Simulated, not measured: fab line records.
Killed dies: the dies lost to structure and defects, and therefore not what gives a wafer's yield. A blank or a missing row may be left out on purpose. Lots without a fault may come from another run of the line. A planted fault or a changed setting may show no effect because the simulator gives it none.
Chamber matching -- flow n5-finfet -- N5_SDB_ALD_29 on ald-sin-02 has 4 sister chambers
The step deposits SiNx, target thk 30 nm, pulse time 1 s, ald cycles 600. 4 wafers are shown with their chamber, then 11 later ones without.

== EACH WAFER AND ITS CHAMBER ==
wafer,chamber,heater-power-w (W)
L089.2,1,823
L089.4,2,773
L089.5,0,814
L092.1,3,819

== WAFERS MISSING THEIR CHAMBER ==
wafer,heater-power-w (W)
L092.2,719
L092.5,871
L096.1,810
L096.2,763
L096.3,838
L096.4,713
L096.5,833
L096.6,770
L097.4,847
L097.5,737
L097.6,843

== CHAMBER TAKEN BY EACH ==
wafer,from the rows above,in truth
L092.2,can't be placed: 2 or 0 or 3 or 1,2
L092.5,can't be placed: 1 or 3 or 0 or 2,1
L096.1,can't be placed: 0 or 3 or 1 or 2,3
L096.2,can't be placed: 2 or 0 or 3 or 1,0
L096.3,can't be placed: 1 or 3 or 0 or 2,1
L096.4,can't be placed: 2 or 0 or 3 or 1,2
L096.5,can't be placed: 1 or 3 or 0 or 2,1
L096.6,can't be placed: 2 or 0 or 3 or 1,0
L097.4,can't be placed: 1 or 3 or 0 or 2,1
L097.5,can't be placed: 2 or 0 or 3 or 1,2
L097.6,can't be placed: 1 or 3 or 0 or 2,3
Correct placement for 0 of the 11. Can't be placed from these rows: 11 (the true chamber is among the candidates in 11). 0 placed wrongly.
How it was worked out, from the rows above alone: a wafer's distance from a chamber is the root of the sum, over the readings, of the square of ((its reading less the chamber's mean) divided by the reading's scatter). If the next closest chamber is less than 2 further off than the closest, the wafer can't be placed; otherwise it belongs to the closest. A chamber's mean is the mean of its shown wafers. The scatter (one wafer shown for each chamber): square how far every hidden wafer sits from the nearest shown wafer, average those squares and take the square root.
